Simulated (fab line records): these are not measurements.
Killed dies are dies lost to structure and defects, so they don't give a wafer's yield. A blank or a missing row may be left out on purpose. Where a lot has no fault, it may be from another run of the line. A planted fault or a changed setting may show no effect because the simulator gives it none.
A struck lot beside a sound one	flow n5-finfet	19 steps out of a route of 1938
Sound: these wafers, L255.2, L255.3, L255.6. Struck: wafer L265.3 (left out: L265.1, L265.4 of the same lot, which were not struck); the cause appears at the end.
Each step with rows lists, per side, the tool, then ch with its chambers, then its first start. Under that, the readings that differ: sound wafers	struck wafers	difference of the means	sigmas: that difference in standard deviations of wafers without a fault.
alike: same words and numbers on both sides, and readings whose means sit less than 2 such deviations apart. not compared: any withheld reading, any reading some wafer has no value for, any bound like >300 that may hide the same value, and any number with overlapping values for which the record gives no deviation.
Wherever a step has rows on one side only, a row that says differs or no value, or a row with sigmas, the two part there. When numbers do not overlap yet have no deviation, they are printed without sigmas and do not part them. A reading that every wafer of one side lacks parts them only if that side has two wafers or more.

first, 6 steps without rows for these wafers: N5_BEOL_M1_COAT_05 (resist thk 30 nm); N5_BEOL_M1_EBR_07; N5_BEOL_M1_SOFTBAKE_06 (time 60 s); N5_BEOL_M1_EXPOSE_08 (exposes mask M1); N5_BEOL_M1_PEB_09 (peb time 60 s); N5_BEOL_M1_DEVELOP_10 (develop time 30 s).
N5_BEOL_M1_CD_MEAS_11: the cd target is 17.05 nm.
  sound on cd-sem-02 ch 0, day 6 08:59; struck on cd-sem-02 ch 0, day 8 18:03
  alike: cd-nm
N5_BEOL_M1_OVL_MEAS_12:
  sound on overlay-01 ch 0, day 6 09:01; struck on overlay-01 ch 0, day 8 18:05
  alike: M1_OVL
N5_BEOL_M1_INSPECT_13: inspects for defects (brightfield).
  sound on defect-inspect-02 at day 6 09:04; struck on defect-inspect-02 at day 8 18:08
  alike: raw-defect-count
N5_BEOL_M1_DESCUM_16: chemistry O2, time 7 s.
  sound on rie-diel-01 ch 1,2, day 6 09:06; struck on rie-diel-01 ch 2, day 8 18:10
  alike: drypump-motor-current-A, oes-product-au, rf-fwd-power-W, rf-vpp-V, showerhead-plenum-p-Torr, throttle-valve-pct
  not compared: rf-hours-counter-h
N5_BEOL_M1_ETCH_74: etches underlayer in N2/H2, target depth 6.5 nm, time 5.2 s.
  sound on rie-diel-01 ch 1,2, day 6 09:08; struck on rie-diel-01 ch 2, day 8 18:13
  alike: drypump-motor-current-A, etch-rf-on-time-s, oes-product-au, rf-fwd-power-W, rf-vpp-V, showerhead-plenum-p-Torr, throttle-valve-pct
  not compared: rf-hours-counter-h
N5_BEOL_M1_ETCH_63: etches SiARC in CF4, target depth 15.6 nm, time 26 s.
  sound on rie-diel-01 ch 1,2, day 6 09:09; struck on rie-diel-01 ch 2, day 8 18:14
  alike: drypump-motor-current-A, etch-rf-on-time-s, mfc-ar-sccm, oes-product-au, rf-fwd-power-W, rf-vpp-V, showerhead-plenum-p-Torr, throttle-valve-pct
  not compared: rf-hours-counter-h
N5_BEOL_M1_ETCH_64: etches SOC in N2/H2, target depth 75 nm, overetch 15 nm, time 112.5 s.
  sound on rie-diel-01 ch 1,2, day 6 09:11; struck on rie-diel-01 ch 2, day 8 18:15
reading	sound	struck	difference	sigmas
model.SiARC_of_BEOL_M1_COAT_62.thk-nm (nm)	6.8 6.6 6.6	8.2	+1.5	
model.BEOL_M1.cd-offset-nm (nm)	0 -0.2 -0.2	-0.6	-0.5	
  alike: drypump-motor-current-A, oes-product-au, rf-fwd-power-W, rf-vpp-V, showerhead-plenum-p-Torr, throttle-valve-pct
  not compared: rf-hours-counter-h
then, 2 steps without rows for these wafers: N5_BEOL_M1_STRIP_65 (strips in N2/H2); N5_BEOL_M1_STRIP_75 (strips in N2/H2).
N5_BEOL_M1_STRIP_66: strips in CF4.
  sound on rie-diel-01 ch 1,2, day 6 09:19; struck on rie-diel-01 ch 2, day 8 18:23
  alike: drypump-motor-current-A, oes-product-au, rf-fwd-power-W, rf-vpp-V, showerhead-plenum-p-Torr, throttle-valve-pct
  not compared: rf-hours-counter-h
N5_BEOL_M1_HM_OPEN_17: chemistry Cl2/BCl3, target TiN, target depth 20 nm, overetch 6 nm.
  sound on rie-metal-01 ch 0,1, day 6 09:21; struck on rie-metal-01 ch 1, day 8 18:25
reading	sound	struck	difference	sigmas
bcl3-flow-sccm (sccm)	21.88 21.79 21.79	21.69	-0.13	-2
model.BEOL_M1.cd-offset-nm (nm)	0.2 -0.2 0	-0.4	-0.4	
  alike: drypump-motor-current-A, mfc-ar-sccm, oes-product-au, rf-fwd-power-W, throttle-valve-pct
  not compared: rf-hours-counter-h
N5_BEOL_M1_STRIP_19: strips in O2.
  sound on rie-diel-04 ch 0,1, day 6 09:28; struck on rie-diel-04 ch 1, day 8 18:32
  alike: drypump-motor-current-A, oes-product-au, rf-vpp-V, showerhead-plenum-p-Torr, throttle-valve-pct
  not compared: rf-hours-counter-h
N5_BEOL_M4_RC_MEAS_101:
  sound on prober-02 ch 0, day 8 04:36; struck on prober-02 ch 0, day 10 12:19
  alike: DIBL_N, DIBL_P, IOFF_N, IOFF_P, ION_N, ION_P, SS_N, SS_P, VT_N, VT_P

WHERE THEY PART
Within this record, at N5_BEOL_M1_HM_OPEN_17 only. Later steps at which nothing parts them and some readings are alike: N5_BEOL_M1_STRIP_19, N5_BEOL_M4_RC_MEAS_101.

WHY: what the simulator had put in
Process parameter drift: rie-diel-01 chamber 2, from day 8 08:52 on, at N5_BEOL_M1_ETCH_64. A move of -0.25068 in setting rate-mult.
